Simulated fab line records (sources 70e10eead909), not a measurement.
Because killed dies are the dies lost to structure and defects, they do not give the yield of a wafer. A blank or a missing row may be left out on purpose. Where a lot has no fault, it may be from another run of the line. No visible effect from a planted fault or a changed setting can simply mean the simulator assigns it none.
Matching of chambers + flow nand-harc + NHARC_A_STAIRCASE_ETCH_444 on rie-diel-02 has 4 sister chambers
The step etches the open film in C4F8/O2, target depth 10200 nm, time 3400 s. 8 wafers are shown with their chamber, then 11 later ones without.

EACH WAFER AND ITS CHAMBER
| wafer  | chamber | rf-vpp-V (V) | oes-product-au (a.u.) |
|--------|---------|--------------|-----------------------|
| L081.2 | 1       | 799          | 0.967                 |
| L083.2 | 2       | 800          | 0.950                 |
| L087.1 | 1       | 800          | 0.966                 |
| L087.5 | 3       | 801          | 0.940                 |
| L087.2 | 0       | 804          | 0.952                 |
| L087.3 | 2       | 798          | 0.936                 |
| L087.6 | 0       | 804          | 0.955                 |
| L090.1 | 3       | 801          | 0.928                 |

WAFERS MISSING THEIR CHAMBER
| wafer  | rf-vpp-V (V) | oes-product-au (a.u.) |
|--------|--------------|-----------------------|
| L090.3 | 799          | 0.919                 |
| L090.5 | 799          | 0.913                 |
| L092.2 | 799          | 0.913                 |
| L092.3 | 801          | 0.921                 |
| L092.6 | 799          | 0.932                 |
| L094.2 | 803          | 0.929                 |
| L094.3 | 800          | 0.927                 |
| L094.4 | 802          | 0.916                 |
| L093.1 | 804          | 0.931                 |
| L093.3 | 799          | 0.936                 |
| L093.4 | 799          | 0.929                 |

THE CHAMBER EACH PASSED THROUGH
| wafer  | from the rows above     | in truth |
|--------|-------------------------|----------|
| L090.3 | can't be placed: 3 or 2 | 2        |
| L090.5 | can't be placed: 3 or 2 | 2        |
| L092.2 | can't be placed: 3 or 2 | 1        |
| L092.3 | 3                       | 3        |
| L092.6 | can't be placed: 2 or 3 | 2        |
| L094.2 | can't be placed: 3 or 0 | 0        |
| L094.3 | can't be placed: 3 or 2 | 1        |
| L094.4 | 3                       | 3        |
| L093.1 | can't be placed: 0 or 3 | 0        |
| L093.3 | can't be placed: 2 or 3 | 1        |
| L093.4 | can't be placed: 2 or 3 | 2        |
2 of 11 placed correctly. These rows do not allow placing 9 (true chamber among the candidates in 6). 0 placed wrongly.
How it was worked out, from the rows above alone: a wafer's distance from a chamber is the root of the sum, over the readings, of the square of ((its reading less the chamber's mean) divided by the reading's scatter). If the next closest chamber is less than 2 further off than the closest, the wafer can't be placed; otherwise it belongs to the closest. A chamber's mean is the mean of its shown wafers. The scatter is the square root of a quotient: the sum, over the shown wafers, of each reading's squared deviation from its chamber's mean, divided by wafers minus chambers.
